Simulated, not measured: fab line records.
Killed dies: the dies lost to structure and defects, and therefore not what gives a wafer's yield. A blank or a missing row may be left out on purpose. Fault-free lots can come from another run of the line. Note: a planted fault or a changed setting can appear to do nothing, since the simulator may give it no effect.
Split-lot experiment + flow n5 finfet + 39 wafers read across 7 lots, on a route 1938 steps long

THE SPLIT
At N5_MOL_CONTACT_COAG_ETCHBACK_134 (etches SiO2 in CHF3, target depth 10 nm, time 6.7 s), the setting time s was moved away from the recipe's 6.7 s on 18 of the 39 wafers read, by -52.4% to +37.2%. The other wafers ran this setting at the recipe's value.

The reading comes from the split's own step.

THE READING
CAR-EUV_of_MOL_CONTACT_COAG_COAT_34.thk nm (the simulator's own value, which no gauge read), in nm, at N5_MOL_CONTACT_COAG_ETCHBACK_134 (etches SiO2 in CHF3, target depth 10 nm, time 6.7 s). The file gives no usual value for it. The 21 wafers here that ran the recipe average 15.5 nm, standard deviation 0.15 nm.

| wafer  | tool, chamber at the split | time s as run, s | against the recipe | CAR-EUV_of_MOL_CONTACT_COAG_COAT_34.thk nm, nm | against lot-mates on the recipe |
|--------|----------------------------|------------------|--------------------|------------------------------------------------|---------------------------------|
| L076.1 | rie diel-04, 0             | 8.085            | +20.7%             | 15.2                                           | -0.2                            |
| L076.2 | rie diel-04, 3,1,0         | 6.7              | recipe             | 15.4                                           | -                               |
| L076.4 | rie diel-04, 3,1,0         | 6.7              | recipe             | 15.4                                           | -                               |
| L076.5 | rie diel-04, 3,1,0         | 6.7              | recipe             | 15.4                                           | -                               |
| L076.3 | rie diel-04, 2,1           | 8.085            | +20.7%             | 15                                             | -0.4                            |
| L076.6 | rie diel-04, 2,1           | 8.085            | +20.7%             | 15                                             | -0.4                            |
| L079.1 | rie diel-02, 0             | 3.192            | -52.4%             | 16.2                                           | +0.5                            |
| L079.2 | rie diel-02, 2,3           | 3.192            | -52.4%             | 16.4                                           | +0.7                            |
| L079.5 | rie diel-02, 2,3           | 3.192            | -52.4%             | 16.4                                           | +0.7                            |
| L079.3 | rie diel-02, 3,2           | 6.7              | recipe             | 15.6                                           | -                               |
| L079.6 | rie diel-02, 3,2           | 6.7              | recipe             | 15.6                                           | -                               |
| L079.4 | rie diel-02, 1             | 6.7              | recipe             | 15.8                                           | -                               |
| L084.1 | rie diel-05, 2,3,0         | 6.7              | recipe             | 15.4                                           | -                               |
| L084.4 | rie diel-05, 2,3,0         | 6.7              | recipe             | 15.4                                           | -                               |
| L084.5 | rie diel-05, 2,3,0         | 6.7              | recipe             | 15.4                                           | -                               |
| L085.1 | rie diel-05, 2             | 6.7              | recipe             | 15.8                                           | -                               |
| L085.2 | rie diel-05, 0,1           | 6.7              | recipe             | 15.6                                           | -                               |
| L085.5 | rie diel-05, 0,1           | 6.7              | recipe             | 15.6                                           | -                               |
| L085.3 | rie diel-05, 1,2           | 5.449            | -18.7%             | 15.8                                           | +0.1                            |
| L085.6 | rie diel-05, 1,2           | 5.449            | -18.7%             | 15.8                                           | +0.1                            |
| L085.4 | rie diel-05, 3             | 5.449            | -18.7%             | 16                                             | +0.3                            |
| L086.1 | rie diel-02, 2             | 6.7              | recipe             | 15.2                                           | -                               |
| L086.2 | rie diel-02, 0,1,3         | 5.417            | -19.1%             | 15.6                                           | +0.3                            |
| L086.3 | rie diel-02, 0,1,3         | 5.417            | -19.1%             | 15.6                                           | +0.3                            |
| L086.5 | rie diel-02, 0,1,3         | 5.417            | -19.1%             | 15.6                                           | +0.3                            |
| L086.4 | rie diel-02, 3,0           | 6.7              | recipe             | 15.4                                           | -                               |
| L086.6 | rie diel-02, 3,0           | 6.7              | recipe             | 15.4                                           | -                               |
| L087.1 | rie diel-05, 0             | 7.741            | +15.5%             | 15.2                                           | -0.3                            |
| L087.2 | rie diel-05, 2             | 6.7              | recipe             | 15.4                                           | -                               |
| L087.3 | rie diel-05, 3,1           | 6.7              | recipe             | 15.6                                           | -                               |
| L087.4 | rie diel-05, 3,1           | 6.7              | recipe             | 15.6                                           | -                               |
| L087.5 | rie diel-05, 3,0           | 7.741            | +15.5%             | 15.4                                           | -0.1                            |
| L087.6 | rie diel-05, 3,0           | 7.741            | +15.5%             | 15.4                                           | -0.1                            |
| L094.1 | rie diel-04, 0,3,3         | 6.7              | recipe             | 15.6                                           | -                               |
| L094.4 | rie diel-04, 0,3,3         | 6.7              | recipe             | 15.6                                           | -                               |
| L094.6 | rie diel-04, 0,3,3         | 6.7              | recipe             | 15.6                                           | -                               |
| L094.2 | rie diel-04, 2,1,0         | 9.192            | +37.2%             | 15                                             | -0.6                            |
| L094.3 | rie diel-04, 2,1,0         | 9.192            | +37.2%             | 15                                             | -0.6                            |
| L094.5 | rie diel-04, 2,1,0         | 9.192            | +37.2%             | 15                                             | -0.6                            |
When a row names more than one chamber, that row covers several wafers, and the file does not tell which wafer ran in which chamber.

FIT RESULTS
A straight line over all 39 wafers: CAR-EUV_of_MOL_CONTACT_COAG_COAT_34.thk nm changes by -0.015 nm for each +1% of time s; r = -0.91; the points scatter about the line by 0.14 nm.
The same after taking each lot's own level away (the mean of its wafers on the recipe; 39 wafers): -0.0139 nm for each +1%; r = -0.96; scatter 0.082 nm.
On that fit, the largest move of time s shifts the reading by 0.73 nm.
Measured against the standard deviation above, the lots' own levels, which go from 15.33 to 15.67 nm, span 2.3 times it.
The two slopes are in agreement: the lot-to-lot level therefore moves the slope only a little.
Check: +0.747 nm against its lot-mates is what the line predicts for one of the wafers moved furthest among these (-52.4%) when that wafer is left out of the fit. It came out at +0.533 nm against them.

FURTHER SPLITS ON THESE WAFERS
Other splits were also applied to these wafers ahead of the reading. Each is held against what the fit with the lots' levels taken away leaves over:
| other split on the same wafers | wafers away from the commonest value | r with CAR-EUV_of_MOL_CONTACT_COAG_COAT_34.thk nm (lot level and that fit taken away) |
|--------------------------------|--------------------------------------|---------------------------------------------------------------------------------------|
| N5_DUMMY_GATE_ETCH_32 time s   | 12                                   | +0.22                                                                                 |

FILE'S OWN FIT
CAR-EUV_of_MOL_CONTACT_COAG_COAT_34.thk nm changes by -0.0138 nm for each +1% of time s, r = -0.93.
